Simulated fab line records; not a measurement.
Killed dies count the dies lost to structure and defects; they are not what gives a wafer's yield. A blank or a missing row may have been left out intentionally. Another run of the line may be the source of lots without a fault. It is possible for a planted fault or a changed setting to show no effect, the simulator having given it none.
fab line records	flow n5-finfet
record lots=6	wafers=18	last-day=18
route steps=1938 shown BEOL_M14@1738 PASSIVATION@1936
lots that met no fault: taken from a fault-free run of the same line
start-h: hours from the record's opening day to when the first of the lot's shown wafers began	wait-h: hours from the lot's prior step to this one	" same as the row above	L1.1+2: one row covering several wafers at once	- either no value or no given start	* or withheld: withheld	< > ~ a bound
route shown NAME@n: a module of which the file shows steps, and the number in the route of the first	usual: the fault-free wafers' mean and standard deviation	same: alike in all rows	chamber/n: place in a boat	sites: readings site by site	_std_site: standard deviation across them	_edge_site: mean of outer sites minus mean of inner sites	radius-mm: how far each site lies from the wafer's centre	mask NAME#n: copy n	behind: the most recent tool/chamber to have shaped the wafer	hold: what put the lot on hold/how long, in hours/how the hold closed	device: the transistor (n, p or np) that didn't switch	end of line: the route-end tests of the same wafers	where a step has no rows: the recipe by itself	killed: the dies lost at the first sort to structure and to defects; this is not the yield of the wafer	map: dies across one wafer; x = killed, . = not, _ = none there
set.NAME: the setting that was run; set.NAME@STEP: the one run at that earlier step	model.NAME: the simulator's own value behind a step, which no gauge read
a table for each step, a row for each wafer; lots at some steps of the route
services: when a tool's chamber went out of use (start-h, in hours from the record's first day, below 0 if earlier), for how many hours, and the reason
## steps
# step N5_BEOL_M14_COAT_66
# recipe resist=SiARC	temp-c=220	time-s=60	spin-rpm=1500	resist-thk-nm=110
# step N5_BEOL_M14_COAT_22
# recipe spin-rpm=2888	resist-thk-nm=300
# step N5_BEOL_M14_EBR_24
# recipe solvent=PGMEA	ebr-width-mm=1.5
# step N5_BEOL_M14_SOFTBAKE_23
# recipe temp-c=130	time-s=60
# step N5_BEOL_M14_EXPOSE_25
# recipe mask-id=M14	na=0.8	source-shape=annular	sigma-inner=0.5	sigma-outer=0.8	polarization=unpolarized	target-cd-nm=280	dose-mj=26.6
# step N5_BEOL_M14_PEB_26
# recipe peb-temp-c=130	peb-time-s=90
# step N5_BEOL_M14_DEVELOP_27
# recipe develop-time-s=45	rinse-liquid=diw	dry=air-spin	dev-temp-c=21
# step N5_BEOL_M14_HARDBAKE_32
# recipe temp-c=130	time-s=120
# step N5_BEOL_M14_CD_MEAS_28
# recipe target-cd-nm=284.4	landing-energy-ev=500	detector=se-inlens
# usual cd-nm=284.5/1.3
lot.wafer	tool	chamber	start-h	wait-h	cd-nm
L894.2	cd-sem-01	0	278.29	-	282.7
L894.5	"	0	"	"	284.9
L894.6	"	0	"	"	282.9
L900.2	cd-sem-01	0	310.02	-	285.3
L900.5	"	0	"	"	284.0
L900.6	"	0	"	"	284.7
L909.2	cd-sem-03	0	380.99	-	285.1
L909.5	"	0	"	"	285.9
L909.6	"	0	"	"	284.1
L910.1	cd-sem-03	0	386.25	-	284.7
L910.2	"	0	"	"	285.7
L910.4	"	0	"	"	284.6
L913.3	cd-sem-01	0	399.33	-	283.8
L913.5	"	0	"	"	283.3
L913.6	"	0	"	"	285.5
L914.2	cd-sem-03	0	417.62	-	286.4
L914.3	"	0	"	"	285.9
L914.5	"	0	"	"	285.8
# step N5_BEOL_M14_OVL_MEAS_29
# recipe points-per-wafer=44
# usual M14_OVL=1/5.1
# same points-per-wafer=44
lot.wafer	tool	chamber	start-h	wait-h	M14_OVL[nm]
L894.2	overlay-02	0	278.32	0.0	2
L894.5	"	0	"	"	-8
L894.6	"	0	"	"	-8
L900.2	overlay-02	0	310.07	0.0	3
L900.5	"	0	"	"	-2
L900.6	"	0	"	"	2
L909.2	overlay-01	0	381.02	0.0	3
L909.5	"	0	"	"	-9
L909.6	"	0	"	"	0
L910.1	overlay-01	0	386.28	0.0	-7
L910.2	"	0	"	"	-2
L910.4	"	0	"	"	-8
L913.3	overlay-01	0	399.36	0.0	-8
L913.5	"	0	"	"	0
L913.6	"	0	"	"	-4
L914.2	overlay-01	0	417.65	0.0	6
L914.3	"	0	"	"	1
L914.5	"	0	"	"	-3
# step N5_BEOL_M14_INSPECT_30
# recipe mode=adi	inspect-instrument=macro
# usual raw-defect-count=2.0/1.4
lot.wafer	tool	chamber	start-h	wait-h	raw-defect-count
L894.2	defect-inspect-01	-	278.34	0.0	1
L894.5	"	-	"	"	2
L894.6	"	-	"	"	1
L900.2	defect-inspect-02	-	310.09	0.0	3
L900.5	"	-	"	"	0
L900.6	"	-	"	"	4
L909.2	defect-inspect-02	-	381.04	0.0	3
L909.5	"	-	"	"	4
L909.6	"	-	"	"	0
L910.1	defect-inspect-01	-	386.31	0.0	1
L910.2	"	-	"	"	1
L910.4	"	-	"	"	1
L913.3	defect-inspect-02	-	399.38	0.0	1
L913.5	"	-	"	"	1
L913.6	"	-	"	"	2
L914.2	defect-inspect-02	-	417.67	0.0	1
L914.3	"	-	"	"	4
L914.5	"	-	"	"	2
# step N5_BEOL_M14_DESCUM_33
# recipe chemistry=O2	time-s=7.9	source-power-w=50	bias-power-w=20	pressure-mtorr=20	rf-frequency-hz=2.712e+07	temp-c=40	o2-flow-sccm=225
# usual drypump-motor-current-A=5.9/0.38	oes-product-au=0.82/0.078	rf-vpp-V=243.1/1.9	showerhead-plenum-p-Torr=2.10/0.1	throttle-valve-pct=20.40/0.22
lot.wafer	tool	chamber	start-h	wait-h	drypump-motor-current-A	oes-product-au	rf-hours-counter-h	rf-vpp-V	showerhead-plenum-p-Torr	throttle-valve-pct
L894.2	rie-diel-03	3	278.37	0.0	6.2	0.75	148	246.2	2.18	20.69
L894.5	"	2	"	"	6.1	0.72	-	240.1	1.91	20.74
L894.6	"	3	"	"	6.1	0.74	-	243.7	2.18	20.68
L900.2	rie-diel-06	3	310.13	0.0	6.4	0.85	59	241.3	2.04	20.30
L900.5	"	3	"	"	6.4	0.85	-	242.8	2.04	20.30
L900.6	"	0	"	"	5.8	0.78	-	242.0	2.01	20.38
L909.2	rie-diel-03	2	381.08	0.0	6.1	0.70	241	240.3	1.90	20.79
L909.5	"	2	"	"	6.2	0.70	-	239.5	1.90	20.78
L909.6	"	1	"	"	5.9	0.82	-	242.9	2.11	20.72
L910.1	rie-diel-03	0	386.53	0.2	5.5	0.90	37	242.2	2.05	20.07
L910.2	"	1	"	"	5.9	0.81	91	244.0	2.11	20.74
L910.4	"	3	"	"	6.1	0.73	180	243.1	2.16	20.72
L913.3	rie-diel-05	1	399.45	0.1	5.9	0.94	19	245.9	2.22	19.83
L913.5	"	1	"	"	5.9	0.95	-	244.4	2.22	19.85
L913.6	"	2	"	"	5.4	0.83	-	245.2	2.21	20.37
L914.2	rie-diel-06	2	417.70	0.0	6.3	0.84	86	242.3	2.03	20.36
L914.3	"	0	"	"	5.8	0.75	183	242.7	2.00	20.40
L914.5	"	3	"	"	6.4	0.79	-	242.2	2.03	20.35
# step N5_BEOL_M14_ETCH_67
# recipe chemistry=CF4	target=SiARC	target-depth-a=1430	time-s=238.3	ion-energy-ev=80	pressure-mtorr=40	source-w=545	bias-w=36	Ar_flow_sccm=100	cf4-flow-sccm=100	ends=cleared
# usual cf4-flow-sccm=100.07/0.29	drypump-motor-current-A=5.9/0.38	etch-rf-on-time-s=236/3.8	oes-product-au=0.70/0.068	rf-vpp-V=184.1/1.6	showerhead-plenum-p-Torr=2.15/0.1	throttle-valve-pct=15.57/0.23
lot.wafer	tool	chamber	start-h	wait-h	cf4-flow-sccm	drypump-motor-current-A	etch-rf-on-time-s	oes-product-au	rf-hours-counter-h	rf-vpp-V	showerhead-plenum-p-Torr	throttle-valve-pct
L894.2	rie-diel-03	3	278.41	0.0	99.73	6.2	234	0.64	148	184.1	2.23	15.92
L894.5	"	2	"	"	99.84	6.1	239	0.61	-	182.6	1.96	15.95
L894.6	"	3	"	"	99.94	6.2	234	0.64	-	185.0	2.23	15.93
L900.2	rie-diel-06	3	310.16	0.0	99.53	6.4	241	0.71	59	185.5	2.09	15.43
L900.5	"	3	"	"	99.78	6.5	241	0.71	-	182.6	2.09	15.42
L900.6	"	0	"	"	99.98	5.8	240	0.66	-	183.0	2.06	15.59
L909.2	rie-diel-03	2	381.11	0.0	99.69	6.2	240	0.59	241	180.6	1.95	16.02
L909.5	"	2	"	"	99.90	6.2	298	0.57	-	181.6	1.95	16.00
L909.6	"	1	"	"	99.71	5.9	233	0.70	-	183.5	2.16	15.87
L910.1	rie-diel-03	0	386.57	0.0	100.13	5.6	290	0.72	37	183.3	2.09	15.20
L910.2	"	1	"	"	99.81	5.9	236	0.70	91	185.1	2.16	15.85
L910.4	"	3	"	"	99.94	6.1	237	0.62	180	186.8	2.22	15.99
L913.3	rie-diel-05	1	399.48	0.0	99.83	5.9	233	0.79	19	184.7	2.27	15.02
L913.5	"	1	"	"	100.22	5.9	234	0.80	-	185.1	2.27	15.03
L913.6	"	2	"	"	99.70	5.4	238	0.71	-	185.2	2.25	15.49
L914.2	rie-diel-06	2	417.74	0.0	100.41	6.3	235	0.72	86	182.7	2.08	15.49
L914.3	"	0	"	"	99.65	5.8	238	0.64	183	183.1	2.05	15.62
L914.5	"	3	"	"	100.57	6.4	243	0.68	-	184.2	2.08	15.49
# step N5_BEOL_M14_ETCH_68
# recipe chemistry=N2/H2	target=SOC	mask-material=SiARC	source-w=3000	bias-w=350	temp-c=40	time-s=450	ion-energy-ev=200	pressure-mtorr=30	n2-flow-sccm=200	h2-flow-sccm=200
# usual drypump-motor-current-A=5.9/0.38	h2-flow-sccm=200.1/0.58	oes-product-au=0.82/0.078	rf-vpp-V=524/3.5	showerhead-plenum-p-Torr=2.55/0.13	throttle-valve-pct=17.76/0.24
lot.wafer	tool	chamber	start-h	wait-h	drypump-motor-current-A	h2-flow-sccm	oes-product-au	rf-hours-counter-h	rf-vpp-V	showerhead-plenum-p-Torr	throttle-valve-pct
L894.2	rie-diel-03	3	278.56	0.1	6.2	199.9	0.75	148	528	2.65	18.01
L894.5	"	2	"	"	6.1	200.4	0.71	-	517	2.32	18.09
L894.6	"	3	"	"	6.2	199.6	0.74	-	528	2.65	18.01
L900.2	rie-diel-06	3	310.31	0.1	6.5	199.9	0.86	59	522	2.49	17.68
L900.5	"	3	"	"	6.5	199.7	0.85	-	521	2.49	17.66
L900.6	"	0	"	"	5.8	199.4	0.78	-	521	2.44	17.71
L909.2	rie-diel-03	2	381.26	0.1	6.2	199.4	0.69	242	519	2.31	18.15
L909.5	"	2	"	"	6.2	200.2	0.70	-	516	2.31	18.16
L909.6	"	1	"	"	5.9	200.4	0.83	-	525	2.58	18.13
L910.1	rie-diel-03	0	386.71	0.1	5.5	200.6	0.91	37	523	2.48	17.35
L910.2	"	1	"	"	5.9	201.2	0.81	91	524	2.57	18.13
L910.4	"	3	"	"	6.2	200.3	0.72	180	526	2.64	18.07
L913.3	rie-diel-05	1	399.63	0.1	5.9	201.1	0.93	19	527	2.71	17.16
L913.5	"	1	"	"	5.9	200.0	0.94	-	528	2.71	17.17
L913.6	"	2	"	"	5.4	199.9	0.82	-	528	2.68	17.61
L914.2	rie-diel-06	2	417.89	0.1	6.3	200.6	0.84	87	523	2.47	17.71
L914.3	"	0	"	"	5.8	199.4	0.75	183	519	2.42	17.78
L914.5	"	3	"	"	6.4	199.7	0.79	-	523	2.47	17.73
# step N5_PASSIVATION_PROBE_49
# usual defect-limited-yield=91.1/1.5	killed_at_M0_to_M3=35/9.5	killed_at_M4_up=13/5.2	killed-at-contacts=12/6.1	killed-at-front-end=41/14	killed-at-other=3.8/2.9	killed-dies=105/17	killed-open=70/13	killed-short=33/8.4	sort_bin_5_function=5.1/0.97	sort_bin_6_memory=3.4/0.69	sort-n-pass=1075/17	sort-yield-pct=91.1/1.5
# same gross-dies=1180	killed-at-back-side=0	sort_bin_4_leakage[%]=0	sort_bin_8_speed[%]=0
lot.wafer	tool	chamber	start-h	wait-h	defect-limited-yield[%]	killed_at_M0_to_M3	killed_at_M4_up	killed-at-contacts	killed-at-front-end	killed-at-other	killed-dies	killed-open	killed-short	sort_bin_5_function[%]	sort_bin_6_memory[%]	sort-n-pass	sort-yield-pct[%]
L900.2	prober-01	-	337.10	0.1	94.7	14	4	9	35	0	62	43	19	3.1	1.9	1118	94.7
L900.5	prober-01	-	337.25	0.2	94.2	31	8	8	22	0	69	49	18	3.3	2.2	1111	94.2
L900.6	prober-01	-	337.30	0.3	93.3	17	8	17	31	6	79	59	20	4.2	2.4	1101	93.3
L913.3	prober-02	-	425.87	0.1	92.7	32	5	13	35	1	86	62	23	4.5	2.7	1094	92.7
L913.5	prober-02	-	425.97	0.2	93.0	34	5	17	26	1	83	49	33	4.4	2.3	1097	93.0
L913.6	prober-02	-	426.02	0.3	93.1	29	8	14	28	2	81	55	25	3.4	3.1	1099	93.1
# killed by level:class
L900.2 STI_FIN_REVEAL:geometric-particle:open=8 MOL_CONTACT_COAG:geometric-particle:open=8 BEOL_M0_SAQP:geometric-particle:open=6 BEOL_M4:geometric-particle:open=4 STI_FIN_REVEAL:geometric-particle:short=3 DUMMY_GATE:geometric-particle:open=3 BEOL_M3:geometric-particle:open=3 GATE_CUT:geometric-particle:open=3
L900.5 BEOL_M3:geometric-particle:open=10 BEOL_M2:geometric-particle:open=8 STI_FIN_REVEAL:geometric-particle:open=6 MOL_CONTACT_COAG:geometric-particle:open=5 BEOL_M0_SAQP:geometric-particle:short=5 FIN_SAQP:geometric-particle:open=4 BEOL_M0_SAQP:geometric-particle:open=4 MOL_CONTACT_COAG:geometric-particle:short=3
L900.6 MOL_CONTACT_COAG:geometric-particle:open=15 STI_FIN_REVEAL:geometric-particle:open=12 BEOL_M0_SAQP:geometric-particle:short=6 GATE_CUT:geometric-particle:short=5 BEOL_M3:geometric-particle:open=5 FIN_SAQP:geometric-particle:open=4 BEOL_M0_SAQP:geometric-particle:open=4 DUMMY_GATE:geometric-particle:open=3
L913.3 MOL_CONTACT_COAG:geometric-particle:open=10 FIN_SAQP:geometric-particle:open=9 BEOL_M0_SAQP:geometric-particle:open=8 DUMMY_GATE:geometric-particle:open=7 BEOL_M0_SAQP:geometric-particle:short=7 BEOL_M2:geometric-particle:open=4 BEOL_M3:geometric-particle:open=4 STARTING-WAFER:geometric-particle:open=4
L913.5 MOL_CONTACT_COAG:geometric-particle:open=11 BEOL_M0_SAQP:geometric-particle:short=9 FIN_SAQP:geometric-particle:open=8 BEOL_M0_SAQP:geometric-particle:open=7 MOL_CONTACT_COAG:geometric-particle:short=6 BEOL_M3:geometric-particle:open=6 FIN_SAQP:geometric-particle:short=5 BEOL_M3:geometric-particle:short=4
L913.6 MOL_CONTACT_COAG:geometric-particle:open=11 FIN_SAQP:geometric-particle:open=7 BEOL_M0_SAQP:geometric-particle:short=7 BEOL_M1:geometric-particle:open=6 FIN_SAQP:geometric-particle:short=5 DUMMY_GATE:geometric-particle:open=5 BEOL_M0_SAQP:geometric-particle:open=4 BEOL_M2:geometric-particle:open=4
## services
tool	chamber	start-h	hours	kind
rie-diel-03	0	255.88	1.4	repair
rie-diel-03	0	257.35	-	clean
rie-diel-03	0	257.35	-	consumable-replace:focus-ring
rie-diel-03	0	257.35	21.2	scheduled-down
rie-diel-03	0	257.35	21.2	vent-cycle
rie-diel-05	-	259.04	0.4	repair
rie-diel-03	2	267.03	4.8	repair
rie-diel-05	0	268.46	-	clean
rie-diel-05	0	268.46	-	consumable-replace:focus-ring
rie-diel-05	0	268.46	-	consumable-replace:showerhead
rie-diel-05	0	268.46	14.5	scheduled-down
rie-diel-05	0	268.46	14.5	vent-cycle
rie-diel-03	3	284.01	8.3	repair
rie-diel-05	1	327.43	-	clean
rie-diel-05	1	327.43	-	consumable-replace:focus-ring
rie-diel-05	1	327.43	-	consumable-replace:showerhead
rie-diel-05	1	327.43	22.4	scheduled-down
rie-diel-05	1	327.43	22.4	vent-cycle
rie-diel-06	0	342.72	16.7	repair
rie-diel-03	2	405.05	-	clean
rie-diel-03	2	405.05	-	consumable-replace:focus-ring
rie-diel-03	2	405.05	-	consumable-replace:showerhead
rie-diel-03	2	405.05	19.4	scheduled-down
rie-diel-03	2	405.05	19.4	vent-cycle
## key
first-sign step=N5_BEOL_M14_ETCH_67	reading=etch-rf-on-time-s	direction=up	sigmas=15	usual=*	struck=*
effect none on later readings
met-at N5_BEOL_M14_ETCH_67
struck-wafers L909.5,L910.1
onset-between 278.41 381.11
fault kind=process-parameter-drift	tool=rie-diel-03	chamber=-	onset-h=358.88	steps=N5_BEOL_M14_ETCH_67	channel=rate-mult	offset=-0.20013	shape=step	end-h=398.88	scope=struck-wafers-only
